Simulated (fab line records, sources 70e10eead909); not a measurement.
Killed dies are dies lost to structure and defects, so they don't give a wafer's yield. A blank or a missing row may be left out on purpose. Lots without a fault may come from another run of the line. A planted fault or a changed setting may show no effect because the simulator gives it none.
Which tool did it? | flow nand_harc | 13 lots, 39 wafers sampled, at 6 steps of a route of 1302

WHAT THE GAUGES READ, wafer by wafer
NHARC_P_GATE_CD_MEAS_91: target cd 2000 nm.
lot  | measured     | on        | cd_nm (nm)
L445 | day 5 22:34  | cd_sem-03 | 1997.8 1999.4 2000.2
L446 | day 6 09:59  | cd_sem-02 | 1998.3 1999.1 1998.8
L449 | day 7 18:01  | cd_sem-03 | 1998.6 1996.0 1998.2
L450 | day 8 09:30  | cd_sem-02 | 1999.8 1999.9 1999.9
L451 | day 8 18:22  | cd_sem-01 | 1998.3 1999.6 1999.3
L453 | day 10 00:57 | cd_sem-03 | 1997.5 1997.8 1999.8
L454 | day 10 04:52 | cd_sem-03 | 1997.9 1996.5 1997.4
L455 | day 10 09:11 | cd_sem-02 | 1999.6 1999.0 2001.3
L456 | day 10 19:59 | cd_sem-01 | 1997.2 1998.1 1997.5
L457 | day 11 04:19 | cd_sem-03 | 2000.2 1999.3 2003.0
L460 | day 12 13:05 | cd_sem-02 | 1997.4 1996.2 1998.1
L465 | day 14 13:22 | cd_sem-02 | 2003.7 2005.6 2007.5
L466 | day 14 20:17 | cd_sem-03 | 2005.7 2008.7 2002.5

NHARC_END_SORT_01.
lot  | measured     | on        | killed_at_array | killed_at_other | killed_at_periphery | killed_dies | killed_open | killed_short
L449 | day 26 10:11 | prober-02 | 63 53 57        | 0 0 0           | 8 8 5               | 71 61 62    | 3 0 2       | 2 5 2
L450 | day 27 02:44 | prober-01 | 42 35 32        | 0 1 1           | 2 1 2               | 44 37 35    | 9 2 2       | 1 1 3
L451 | day 27 11:49 | prober-02 | 78 88 74        | 0 0 0           | 2 1 5               | 80 89 79    | 3 3 5       | 1 2 5
L453 | day 29 16:45 | prober-02 | 66 60 73        | 0 3 1           | 12 7 7              | 78 70 81    | 3 3 3       | 2 3 2
L454 | day 29 16:44 | prober-01 | 35 42 53        | 0 0 0           | 6 4 6               | 41 46 59    | 7 3 6       | 5 3 5
L455 | day 30 08:27 | prober-02 | 57 50 40        | 0 0 0           | 3 4 1               | 60 54 41    | 3 6 3       | 2 4 1
L456 | day 30 16:20 | prober-02 | 43 44 40        | 1 0 0           | 5 3 7               | 49 47 47    | 4 4 5       | 2 4 4
L457 | day 30 02:20 | prober-01 | 41 45 40        | 0 1 1           | 1 10 5              | 42 56 46    | 4 2 7       | 1 1 1
L460 | day 31 07:46 | prober-01 | 53 75 70        | 3 2 3           | 1 1 4               | 57 78 77    | 1 0 3       | 1 6 2
L466 | day 33 10:46 | prober-01 | 52 54 54        | 0 0 0           | 0 0 1               | 52 54 55    | 1 2 4       | 1 1 4

WHICH TOOL RAN EACH LOT (tool, then ch and the chambers of the sampled wafers, then the start)
lot  | NHARC_P_GATE_STRIP_75                | NHARC_P_GATE_STRIP_112               | NHARC_P_GATE_EXPOSE_88            | NHARC_P_CONTACT_DEP_30
L445 | plasma_asher-01 ch 0,1, day 5 19:54  | plasma_asher-01 ch 0,1, day 5 21:23  | krf_scanner-01 ch 0, day 5 22:25  | pecvd-04 ch 0,2, day 6 01:44
L446 | plasma_asher-01 ch 0,1, day 6 07:37  | plasma_asher-02 ch 0,1, day 6 08:55  | krf_scanner-01 ch 0, day 6 09:49  | pecvd-03 ch 1,2, day 6 13:10
L449 | plasma_asher-01 ch 0,1, day 7 15:22  | plasma_asher-02 ch 0,1, day 7 16:49  | krf_scanner-02 ch 0, day 7 17:51  | pecvd-03 ch 0,2, day 7 21:13
L450 | plasma_asher-01 ch 0,1, day 8 06:43  | plasma_asher-01 ch 0,1, day 8 08:21  | krf_scanner-04 ch 0, day 8 09:20  | pecvd-03 ch 1,2, day 8 12:43
L451 | plasma_asher-01 ch 0,1, day 8 15:59  | plasma_asher-02 ch 0,1, day 8 17:22  | krf_scanner-04 ch 0, day 8 18:13  | pecvd-04 ch 0,1,2, day 8 21:29
L453 | plasma_asher-01 ch 0,1, day 9 22:24  | plasma_asher-02 ch 0,1, day 9 23:46  | krf_scanner-01 ch 0, day 10 00:47 | pecvd-04 ch 1,2, day 10 04:07
L454 | plasma_asher-02 ch 0,1, day 10 02:10 | plasma_asher-02 ch 0,1, day 10 03:40 | krf_scanner-04 ch 0, day 10 04:42 | pecvd-01 ch 0,1, day 10 08:05
L455 | plasma_asher-01 ch 0,1, day 10 06:34 | plasma_asher-01 ch 0,1, day 10 08:00 | krf_scanner-02 ch 0, day 10 09:01 | pecvd-01 ch 0,1,2, day 10 12:29
L456 | plasma_asher-01 ch 0,1, day 10 17:19 | plasma_asher-01 ch 1, day 10 18:45   | krf_scanner-01 ch 0, day 10 19:50 | pecvd-03 ch 0,1,2, day 10 23:11
L457 | plasma_asher-01 ch 0,1, day 11 01:42 | plasma_asher-01 ch 0,1, day 11 03:08 | krf_scanner-02 ch 0, day 11 04:10 | pecvd-04 ch 0,1,2, day 11 07:29
L460 | plasma_asher-02 ch 0,1, day 12 10:33 | plasma_asher-01 ch 0,1, day 12 12:01 | krf_scanner-02 ch 0, day 12 12:55 | pecvd-03 ch 0,1,2, day 12 16:29
L465 | plasma_asher-01 ch 0,1, day 14 10:59 | plasma_asher-02 ch 0,1, day 14 12:19 | krf_scanner-04 ch 0, day 14 13:13 | pecvd-03 ch 0,1,2, day 14 16:29
L466 | plasma_asher-02 ch 0, day 14 17:53   | plasma_asher-01 ch 0,1, day 14 19:16 | krf_scanner-04 ch 0, day 14 20:07 | pecvd-01 ch 0,1,2, day 14 23:28
- NHARC_P_GATE_STRIP_75: strips in O2.
- NHARC_P_GATE_STRIP_112: strips in N2/H2, time 200 s.
- NHARC_P_GATE_EXPOSE_88: exposes mask P HVN, target cd 2000 nm.
- NHARC_P_CONTACT_DEP_30: deposits SiNx, target thk 30 nm.

WHAT THE TOOLS THEMSELVES READ (means of the sampled wafers that have a number; where no wafer has one, the mark that the record gives instead)
NHARC_P_GATE_STRIP_75.
lot  | tool            | drypump_motor_current_A (A) | heater_power_w (W)
L445 | plasma_asher-01 | 6.2                         | 298
L446 | plasma_asher-01 | 6.2                         | 303
L449 | plasma_asher-01 | 6.2                         | 302
L450 | plasma_asher-01 | 6.2                         | 307
L451 | plasma_asher-01 | 6.2                         | 311
L453 | plasma_asher-01 | 6.2                         | 312
L454 | plasma_asher-02 | 5.2                         | 314
L455 | plasma_asher-01 | 6.2                         | 312
L456 | plasma_asher-01 | 6.2                         | 307
L457 | plasma_asher-01 | 6.2                         | 305
L460 | plasma_asher-02 | 5.2                         | 304
L465 | plasma_asher-01 | 6.2                         | 305
L466 | plasma_asher-02 | 5.4                         | 291

NHARC_P_GATE_STRIP_112.
lot  | tool            | drypump_motor_current_A (A) | heater_power_w (W)
L445 | plasma_asher-01 | 6.2                         | 78
L446 | plasma_asher-02 | 5.2                         | 84
L449 | plasma_asher-02 | 5.2                         | 85
L450 | plasma_asher-01 | 6.2                         | 81
L451 | plasma_asher-02 | 5.2                         | 86
L453 | plasma_asher-02 | 5.2                         | 85
L454 | plasma_asher-02 | 5.2                         | 85
L455 | plasma_asher-01 | 6.2                         | 83
L456 | plasma_asher-01 | 6.2                         | 85
L457 | plasma_asher-01 | 6.2                         | 84
L460 | plasma_asher-01 | 6.2                         | 82
L465 | plasma_asher-02 | 5.0                         | 83
L466 | plasma_asher-01 | 6.2                         | 82

NHARC_P_CONTACT_DEP_30.
lot  | tool     | heater_power_outer_w (W) | heater_power_w (W) | susceptor_temp_C (C)
L445 | pecvd-04 | 455                      | 754                | 399.96
L446 | pecvd-03 | 443                      | 769                | 399.94
L449 | pecvd-03 | 391                      | 718                | 400.06
L450 | pecvd-03 | 447                      | 736                | 400.05
L451 | pecvd-04 | 421                      | 722                | 399.78
L453 | pecvd-04 | 481                      | 788                | 399.95
L454 | pecvd-01 | 428                      | 717                | 399.84
L455 | pecvd-01 | 423                      | 710                | 399.90
L456 | pecvd-03 | 483                      | 805                | 400.03
L457 | pecvd-04 | 424                      | 695                | 399.98
L460 | pecvd-03 | 459                      | 773                | 400.12
L465 | pecvd-03 | 458                      | 786                | 399.85
L466 | pecvd-01 | 399                      | 674                | 399.95

THE ANSWER, worked out from the rows above alone
Rule: what is usual is taken from the lots themselves. Put in order of their means at a reading, lots are off if they are a third of the lots or fewer, leave a main group of 4 or more, and stand apart from it by a gap of 3 or more times the standard deviation of the main group's means; of several such gaps the widest counts. A main group whose means are all the same, to the digits that the tables above print for the reading, isn't used. A lot without any number at a reading at which 4 lots or more have one is off too. The other lots that the step has rows for count as sound. The gauges are gone through in route order, then the tools' own readings, and for those a lot's mean is taken as printed above. The first step at which some lot is off is used, and at that step the reading that is off furthest; a lot without a number counts as furthest.
Off: L465, L466, at NHARC_P_GATE_CD_MEAS_91 (cd_nm). The main group: mean 1998.7 nm, standard deviation 1.2.
A tool fits if, at a process step before that reading, it ran every lot that is off, and no sound lot after the first of them. The gauges at NHARC_P_GATE_CD_MEAS_91 are tried like those tools. One fits: krf_scanner-04 at NHARC_P_GATE_EXPOSE_88. Its last sound lot is L454 (day 10 04:42), its first lot that is off L465 (day 14 13:13): a fault that began between those two fits.

WHAT THE SIMULATOR HAD PUT IN
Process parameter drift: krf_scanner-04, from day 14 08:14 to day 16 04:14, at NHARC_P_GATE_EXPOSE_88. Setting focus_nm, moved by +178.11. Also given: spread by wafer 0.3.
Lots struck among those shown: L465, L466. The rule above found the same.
